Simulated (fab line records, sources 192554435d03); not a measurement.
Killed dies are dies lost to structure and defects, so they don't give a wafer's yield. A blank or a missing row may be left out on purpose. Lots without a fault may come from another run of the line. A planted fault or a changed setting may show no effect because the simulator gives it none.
A struck lot beside a sound one | flow n5_finfet | 20 steps out of a route of 1938
Sound: wafers L756.2, L756.3, L756.5. Struck: wafers L748.2, L748.4, L748.6. The cause comes at the end.
At each step with rows: each side's tool, then ch and its chambers, then its first start. Under that, the readings that differ: sound wafers | struck wafers | difference of the means | sigmas: that difference in standard deviations of wafers without a fault.
alike: readings whose means differ by less than 2 such deviations, and words and numbers that are the same on both sides. not compared: withheld readings, readings that some wafer has no value for, bounds like >300 that may hide the same value, and numbers for which the record gives no deviation and whose values overlap.
The two part at a step that has a row with sigmas, a row that says differs or no value, or rows on one side only. Numbers that don't overlap but have no deviation are shown without sigmas and don't part them. A reading that every wafer of one side lacks parts them only if that side has two wafers or more.

first, 8 steps without rows for these wafers: N5_BEOL_M9_COAT_59 (time 60 s, resist thk 100 nm); N5_BEOL_M9_COAT_60 (time 60 s, resist thk 30 nm); N5_BEOL_M9_COAT_05 (resist thk 90 nm); N5_BEOL_M9_EBR_07; N5_BEOL_M9_SOFTBAKE_06 (time 60 s); N5_BEOL_M9_EXPOSE_08 (exposes mask M9); N5_BEOL_M9_PEB_09 (peb time 60 s); N5_BEOL_M9_DEVELOP_10 (develop time 30 s).
N5_BEOL_M9_CD_MEAS_11: target cd 64.1 nm.
  sound on cd_sem-02 ch 0, day 13 05:35; struck on cd_sem-02 ch 0, day 11 07:43
  reading    | sound          | struck         | difference | sigmas
  cd_nm (nm) | 65.2 65.4 65.5 | 64.0 63.8 64.4 | -1.3       | -2
N5_BEOL_M9_OVL_MEAS_12:
  sound on overlay-01 ch 0, day 13 05:37; struck on overlay-01 ch 0, day 11 07:44
  alike: M9_OVL
N5_BEOL_M9_INSPECT_13: inspects for defects (brightfield).
  sound on defect_inspect-02, day 13 05:38; struck on defect_inspect-02, day 11 07:46
  alike: raw_defect_count
N5_BEOL_M9_DESCUM_16: chemistry O2, time 7.9 s.
  sound on rie_diel-04 ch 0,1,2, day 13 05:40; struck on rie_diel-01 ch 0,3, day 11 07:48
  alike: chamber_pressure_mTorr, drypump_motor_current_A, oes_product_au, rf_vpp_V, showerhead_plenum_p_Torr, throttle_valve_pct
  not compared: rf_hours_counter_h
N5_BEOL_M9_ETCH_61: etches SiARC in CF4, target depth 39 nm, time 65 s.
  sound on rie_diel-04 ch 0,1,2, day 13 05:42; struck on rie_diel-01 ch 0,3, day 11 07:50
  no value came back on the struck wafers for any of 9 readings (bias_w (W), cf4_flow_sccm (sccm) and others); on the sound wafers bias_w (W) reads 36.09 36.10 36.19
  reading                                      | sound          | struck         | difference | sigmas
  model.CAR-ArF_of_BEOL_M9_COAT_05.thk_nm (nm) | 55.4 55.2 55.2 | 83.4 83.2 83.2 | +28.0      |
  not compared: rf_hours_counter_h
N5_BEOL_M9_ETCH_62: etches SOC in N2/H2, target depth 110 nm, overetch 22 nm, time 165 s.
  sound on rie_diel-04 ch 0,1,2, day 13 05:45; struck on rie_diel-01 ch 0,3, day 11 07:53
  reading               | sound          | struck         | difference | sigmas
  oes_product_au (a.u.) | 0.73 0.81 0.63 | 0.28 0.34 0.34 | -0.40      | -5
  alike: bias_w, chamber_pressure_mTorr, drypump_motor_current_A, rf_vpp_V, showerhead_plenum_p_Torr, throttle_valve_pct
  not compared: rf_hours_counter_h
then, 1 step without rows for these wafers: N5_BEOL_M9_STRIP_68 (strips in N2/H2).
N5_BEOL_M9_STRIP_67: strips in CF4.
  sound on rie_diel-04 ch 0,1,2, day 13 05:53; struck on rie_diel-01 ch 0,3, day 11 08:02
  alike: chamber_pressure_mTorr, drypump_motor_current_A, oes_product_au, rf_vpp_V, showerhead_plenum_p_Torr, throttle_valve_pct
  not compared: rf_hours_counter_h
N5_BEOL_M9_HM_OPEN_17: chemistry Cl2/BCl3, target TiN, target depth 20 nm, overetch 6 nm.
  sound on rie_metal-03 ch 0,1, day 13 05:56; struck on rie_metal-02 ch 0,1, day 11 08:04
  reading                | sound             | struck            | difference | sigmas
  oes_product_au (a.u.)  | 0.58 0.78 0.78    | 0.33 0.27 0.27    | -0.42      | -5
  throttle_valve_pct (%) | 21.97 22.25 22.25 | 22.93 22.78 22.77 | +0.67      | +6
  alike: chamber_pressure_mTorr, drypump_motor_current_A
  not compared: rf_hours_counter_h
N5_BEOL_M9_STRIP_19: strips in O2.
  sound on rie_diel-04 ch 0,1,2, day 13 06:03; struck on rie_diel-04 ch 1,3, day 11 08:14
  alike: chamber_pressure_mTorr, drypump_motor_current_A, oes_product_au, rf_vpp_V, showerhead_plenum_p_Torr, throttle_valve_pct
  not compared: rf_hours_counter_h
N5_BEOL_M9_CD_MEAS_18: pitch 140 nm, target cd 70 nm.
  sound on cd_sem-01, day 13 06:07; struck on cd_sem-03, day 11 08:18
  reading    | sound          | struck | difference                    | sigmas
  cd_nm (nm) | 71.0 72.0 71.2 | - - -  | no value on the struck wafers |
then, 1 step without rows for these wafers: N5_BEOL_M9_COAT_63 (time 60 s, resist thk 60 nm).

WHERE THEY PART
First at N5_BEOL_M9_CD_MEAS_11; last, within this record, at N5_BEOL_M9_CD_MEAS_18.

WHY: what the simulator had put in
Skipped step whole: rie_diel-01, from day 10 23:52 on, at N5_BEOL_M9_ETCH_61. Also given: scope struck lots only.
